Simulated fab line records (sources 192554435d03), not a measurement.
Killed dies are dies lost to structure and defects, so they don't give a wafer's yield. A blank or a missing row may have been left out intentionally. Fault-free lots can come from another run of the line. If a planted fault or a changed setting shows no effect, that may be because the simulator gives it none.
fab line records    flow n5Finfet    part 2 of 2: steps 21 to 24 of 24
record lots=5  wafers=15  lastDay=18
route steps=1938 shown BEOL_M2@859
lots that met no fault: taken from a fault-free run of the same line
startH: hours from the record's opening day to when the first of the lot's shown wafers began    waitH: how many hours have passed since the lot's step before this one    " repeats the value in the row above    L1.1+2: a row that stands for several wafers    - no value, or no start given    * or withheld: withheld    < > ~ a bound
route shown NAME@n: a module of which the file shows steps, and the number in the route of the first    usual: mean/standard deviation taken from wafers without a fault    same: alike in all rows    chamber/n: place in a boat    sites: each site's reading    _std_site: the standard deviation of these    _edge_site: inner sites' mean taken away from outer sites' mean    radiusMm: how far each site lies from the wafer's centre    mask NAME#n: copy n    behind: the tool/chamber that last shaped the wafer    hold: why the lot went on hold/how many hours it stayed there/how the hold came to an end    device: the transistor (n, p or np) that didn't switch    end of line: at the end of the route, the tests of the same wafers    step lacking rows: just its recipe    killed: dies that structure and defects cost at the first sort, which is not the same as the wafer's yield    map: a wafer's dies, x killed, . not, _ none there
set.NAME: the run value of the setting; set.NAME@STEP: its run value at that earlier step    model.NAME: the simulator's own value behind a step, which no gauge read
lots seen at some steps along the route; tables by step, rows by wafer
services: when a tool's chamber went out of use (startH, in hours from the record's first day, below 0 if earlier), for how many hours, and the reason
## steps
# step N5_BEOL_M2_DESCUM_33
# recipe chemistry=O2  timeS=7  sourcePowerW=50  biasPowerW=20  pressureMtorr=20  rfFrequencyHz=2.712e+07  tempC=40  resist=CAR-EUV  o2FlowSccm=225
# usual biasPowerW=19.99/0.06  drypumpMotorCurrentA=5.6/0.62  oesProductAu=0.78/0.088  rfVppV=242.7/1.3  showerheadPlenumPTorr=2.07/0.063  throttleValvePct=20.39/0.27
lot.wafer  tool        chamber  startH  waitH  biasPowerW  drypumpMotorCurrentA  oesProductAu  rfHoursCounterH  rfVppV  showerheadPlenumPTorr  throttleValvePct
L078.2     rieDiel-01  0        156.54  0.1    19.94       4.9                   0.82          99               242.9   2.04                   20.60
L078.5     "           3        "       "      19.93       5.2                   0.67          -                243.0   2.05                   20.47
L078.6     "           0        "       "      19.95       4.9                   0.82          -                240.6   2.04                   20.61
L080.1     rieDiel-01  3        165.77  0.0    20.02       5.2                   0.67          245              242.9   2.05                   20.49
L080.4     "           0        "       "      19.99       4.9                   0.82          -                241.1   2.04                   20.61
L080.5     "           2        "       "      19.91       6.5                   0.83          -                243.6   2.13                   19.95
L085.1     rieDiel-05  3        199.92  0.1    20.12       6.1                   0.71          208              243.5   2.14                   20.68
L085.4     "           1        "       "      19.93       5.8                   0.71          -                242.7   2.06                   20.55
L085.6     "           0        "       "      20.05       6.1                   0.88          -                242.4   2.05                   20.14
L088.1     rieDiel-06  3        213.60  0.0    19.95       5.5                   0.68          235              241.4   1.97                   20.55
L088.3     "           2        "       "      19.96       6.6                   1.01          2                245.0   2.23                   20.07
L088.6     "           0        "       "      20.07       5.6                   0.75          -                243.8   2.08                   20.44
L096.3     rieDiel-01  3        274.41  0.2    19.99       5.2                   0.91          26               241.8   2.04                   20.16
L096.4     "           1        "       "      19.93       5.1                   0.71          194              241.4   2.06                   20.34
L096.6     "           1        "       "      19.75       5.0                   0.71          -                242.5   2.06                   20.32
# step N5_BEOL_M2_ETCH_77
# recipe chemistry=N2/H2  target=underlayer  targetDepthA=65  maskMaterial=CAR-EUV  timeS=5.2  ionEnergyEv=200  pressureMtorr=30  sourceW=840  biasW=150  n2FlowSccm=200  h2FlowSccm=200  ends=cleared
# usual biasW=149.9/0.44  drypumpMotorCurrentA=5.6/0.61  etchRfOnTimeS=5.18/0.11  oesProductAu=0.67/0.074  rfVppV=523.0/2.7  showerheadPlenumPTorr=2.52/0.076  throttleValvePct=17.8/0.3
lot.wafer  tool        chamber  startH  waitH  biasW  drypumpMotorCurrentA  etchRfOnTimeS  oesProductAu  rfHoursCounterH  rfVppV  showerheadPlenumPTorr  throttleValvePct
L078.2     rieDiel-01  0        156.58  0.0    149.9  4.9                   5.19           0.69          99               522.4   2.46                   17.9
L078.5     "           3        "       "      150.5  5.2                   5.39           0.57          -                522.4   2.52                   18.1
L078.6     "           0        "       "      149.5  4.9                   5.25           0.68          -                524.0   2.46                   17.9
L080.1     rieDiel-01  3        165.81  0.0    150.0  5.2                   5.44           0.57          245              524.5   2.52                   18.1
L080.4     "           0        "       "      149.3  4.9                   5.20           0.69          -                521.6   2.46                   17.9
L080.5     "           2        "       "      149.6  6.4                   5.01           0.73          -                524.9   2.57                   17.3
L085.1     rieDiel-05  3        199.95  0.0    149.1  6.1                   5.25           0.61          208              525.5   2.62                   18.2
L085.4     "           1        "       "      149.8  5.8                   5.25           0.59          -                525.5   2.50                   18.0
L085.6     "           0        "       "      150.5  6.1                   5.17           0.75          -                523.8   2.48                   17.5
L088.1     rieDiel-06  3        213.64  0.0    149.9  5.5                   5.35           0.58          235              519.2   2.43                   18.4
L088.3     "           2        "       "      150.5  6.6                   5.19           0.85          2                529.6   2.72                   17.6
L088.6     "           0        "       "      149.4  5.6                   5.10           0.63          -                522.7   2.53                   17.8
L096.3     rieDiel-01  3        274.44  0.0    150.1  5.3                   5.20           0.77          26               520.9   2.51                   17.8
L096.4     "           1        "       "      149.2  5.1                   5.20           0.61          194              522.6   2.53                   17.9
L096.6     "           1        "       "      149.8  5.1                   5.19           0.62          -                527.0   2.53                   17.9
# step N5_BEOL_M2_ETCH_69
# recipe chemistry=CF4  target=SiARC  targetDepthA=156  maskMaterial=CAR-EUV  timeS=26  ionEnergyEv=80  pressureMtorr=40  sourceW=545  biasW=36  Ar_flow_sccm=100  cf4FlowSccm=100  ends=cleared
# usual biasW=36.00/0.11  cf4FlowSccm=100.0/0.3  drypumpMotorCurrentA=5.6/0.61  etchRfOnTimeS=25.9/0.52  oesProductAu=0.67/0.075  rfVppV=183.7/1.1  showerheadPlenumPTorr=2.12/0.064  throttleValvePct=15.61/0.26
lot.wafer  tool        chamber  startH  waitH  biasW  cf4FlowSccm  drypumpMotorCurrentA  etchRfOnTimeS  oesProductAu  rfHoursCounterH  rfVppV  showerheadPlenumPTorr  throttleValvePct
L078.2     rieDiel-01  0        156.60  0.0    36.16  100.4        4.9                   25.7           0.69          99               184.7   2.07                   15.66
L078.5     "           3        "       "      36.03  99.6         5.2                   26.6           0.58          -                183.6   2.10                   15.70
L078.6     "           0        "       "      36.18  100.0        4.9                   25.7           0.70          -                183.8   2.07                   15.64
L080.1     rieDiel-01  3        165.82  0.0    35.97  100.3        5.2                   27.1           0.57          245              182.6   2.10                   15.73
L080.4     "           0        "       "      35.93  100.7        4.9                   25.9           0.70          -                183.9   2.07                   15.66
L080.5     "           2        "       "      35.87  100.0        6.4                   25.0           0.73          -                184.8   2.18                   15.22
L085.1     rieDiel-05  3        199.97  0.0    36.16  100.1        6.1                   26.1           0.60          208              185.0   2.20                   15.98
L085.4     "           1        "       "      36.27  100.2        5.8                   26.3           0.60          -                183.1   2.11                   15.81
L085.6     "           0        "       "      36.01  99.6         6.1                   25.8           0.74          -                183.8   2.10                   15.30
L088.1     rieDiel-06  3        213.65  0.0    36.02  100.0        5.5                   26.6           0.58          235              182.1   2.03                   15.88
L088.3     "           2        "       "      36.12  99.7         6.6                   25.5           0.87          2                186.7   2.29                   15.24
L088.6     "           0        "       "      36.02  99.7         5.6                   25.4           0.66          -                185.0   2.15                   15.73
L096.3     rieDiel-01  3        274.46  0.0    35.93  100.1        5.2                   26.3           0.77          26               183.6   2.09                   15.29
L096.4     "           1        "       "      35.98  99.8         5.1                   26.0           0.61          194              183.5   2.12                   15.61
L096.6     "           1        "       "      36.17  99.8         5.0                   25.9           0.61          -                183.1   2.12                   15.62
# step N5_BEOL_M2_ALD_98
# recipe material=SiO2  targetThkA=25  tempC=100  aldPrecursorFamily=BDEAS  aldCoReactant=O2-plasma  pulseTimeS=1  coReactantPulseTimeS=1  purgeTimeS=2  coReactantPurgeTimeS=2  aldCycles=17  pressureTorr=2
# usual heaterPowerW=80/6.3  precursorPulseHeightRel=0.998/0.019
lot.wafer  tool       chamber  startH  waitH  heaterPowerW  precursorPulseHeightRel  sinceWetCleanH
L078.2     aldSin-04  2        156.68  0.1    84            0.962                    149
L078.5     "          3        "       "      78            0.976                    -
L078.6     "          0        "       "      85            1.034                    -
L080.1     aldSin-04  1        166.04  0.2    70            0.990                    158
L080.4     "          2        "       "      82            1.025                    158
L080.5     "          1        "       "      72            1.019                    -
L085.1     aldSin-04  1        200.05  0.1    74            0.975                    192
L085.4     "          0        "       "      87            0.968                    192
L085.6     "          0        "       "      88            1.013                    -
L088.1     aldSin-04  1        213.75  0.1    72            1.008                    206
L088.3     "          3        "       "      81            0.989                    206
L088.6     "          1        "       "      73            0.976                    -
L096.3     aldSin-01  0        274.78  0.3    83            1.007                    174
L096.4     "          1        "       "      72            0.989                    174
L096.6     "          2        "       "      79            1.012                    -
## services
tool           chamber  startH  hours  kind
euvScanner-01  -        139.76  4.6    pm
euvScanner-02  -        144.38  1.0    pm
rieDiel-05     -        147.49  16.3   repair
euvScanner-01  -        149.13  1.0    pm
rieMetal-01    0        155.40  25.5   repair
rieMetal-03    -        162.48  0.4    repair
rieDiel-01     1        164.18  2.6    repair
rieMetal-03    -        177.06  1.4    pm
aldSin-01      -        178.71  0.8    pm
euvScanner-02  -        179.90  17.3   pm
rieDiel-01     3        181.79  -      clean
rieDiel-01     3        181.79  -      consumableReplace:focusRing
rieDiel-01     3        181.79  19.2   scheduledDown
aldSin-01      1        195.26  18.3   repair
euvScanner-02  -        197.20  4.6    pm
euvScanner-01  -        204.46  12.0   pm
euvScanner-01  -        216.46  1.0    pm
rieDiel-05     -        220.37  0.1    repair
rieDiel-05     -        242.12  2.8    pm
euvScanner-01  -        248.81  0.4    repair
rieDiel-05     0        249.32  13.7   repair
euvScanner-02  -        254.58  1.0    pm
euvScanner-01  -        261.43  1.0    pm
rieDiel-01     1        266.36  5.0    repair
